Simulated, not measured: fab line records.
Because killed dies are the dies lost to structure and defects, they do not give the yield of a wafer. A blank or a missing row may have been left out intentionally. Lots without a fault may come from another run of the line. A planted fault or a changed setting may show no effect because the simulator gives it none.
Matching of chambers + flow n5-finfet + ald-metal-02 running N5_BEOL_M4_ALD_84: 4 sister chambers
The step deposits TaN, pulse time 2 s, purge time 3 s, co reactant purge time 2 s. 22 wafers are shown with their chamber, then 11 later ones without.

WAFERS PAIRED WITH THEIR CHAMBERS
| wafer  | chamber | heater-power-w (W) |
|--------|---------|--------------------|
| L074.1 | 3       | 423                |
| L074.3 | 1       | 406                |
| L074.5 | 3       | 414                |
| L076.1 | 3       | 418                |
| L076.3 | 1       | 416                |
| L076.6 | 0       | 399                |
| L078.2 | 0       | 398                |
| L078.4 | 1       | 402                |
| L078.5 | 0       | 399                |
| L080.1 | 3       | 421                |
| L080.2 | 1       | 412                |
| L080.6 | 2       | 382                |
| L079.3 | 0       | 405                |
| L079.4 | 1       | 396                |
| L079.6 | 0       | 412                |
| L081.2 | 2       | 391                |
| L081.4 | 1       | 410                |
| L081.5 | 1       | 418                |
| L084.1 | 2       | 383                |
| L084.3 | 3       | 417                |
| L084.4 | 0       | 383                |
| L087.2 | 3       | 416                |

SIGNATURES (averages over the wafers above)
| reading        | chamber 0 | chamber 1 | chamber 2 | chamber 3 | scatter within a chamber |
|----------------|-----------|-----------|-----------|-----------|--------------------------|
| heater-power-w | 399.33    | 408.57    | 385.33    | 418.17    | 7.19                     |
Rule: for each reading, subtract the chamber's mean from the wafer's reading, divide by that reading's scatter and square the result; add these up over the readings and take the root, which gives the wafer's distance from the chamber. The wafer belongs to the nearest chamber; if the next one is less than 2 further off, it can't be placed. The scatter is the square root of a quotient: the sum, over the shown wafers, of each reading's squared deviation from its chamber's mean, divided by wafers minus chambers.

WAFERS WITHOUT THEIR CHAMBER
| wafer  | heater-power-w (W) |
|--------|--------------------|
| L087.4 | 379                |
| L087.6 | 418                |
| L090.1 | 413                |
| L090.5 | 397                |
| L090.6 | 387                |
| L092.2 | 423                |
| L092.5 | 405                |
| L092.6 | 381                |
| L094.4 | 416                |
| L094.5 | 417                |
| L094.6 | 391                |

EACH ONE'S CHAMBER
| wafer  | from the rows above          | in truth |
|--------|------------------------------|----------|
| L087.4 | can't be placed: 2 or 0      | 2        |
| L087.6 | can't be placed: 3 or 1      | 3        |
| L090.1 | can't be placed: 1 or 3 or 0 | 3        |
| L090.5 | can't be placed: 0 or 1 or 2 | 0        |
| L090.6 | can't be placed: 2 or 0      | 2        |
| L092.2 | can't be placed: 3 or 1      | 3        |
| L092.5 | can't be placed: 1 or 0 or 3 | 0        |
| L092.6 | can't be placed: 2 or 0      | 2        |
| L094.4 | can't be placed: 3 or 1      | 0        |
| L094.5 | can't be placed: 3 or 1      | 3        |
| L094.6 | can't be placed: 2 or 0 or 1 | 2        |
Correct placement for 0 of the 11. Unplaceable from these rows: 11, with the true chamber sitting among the candidates in 10. Wrongly placed: 0.
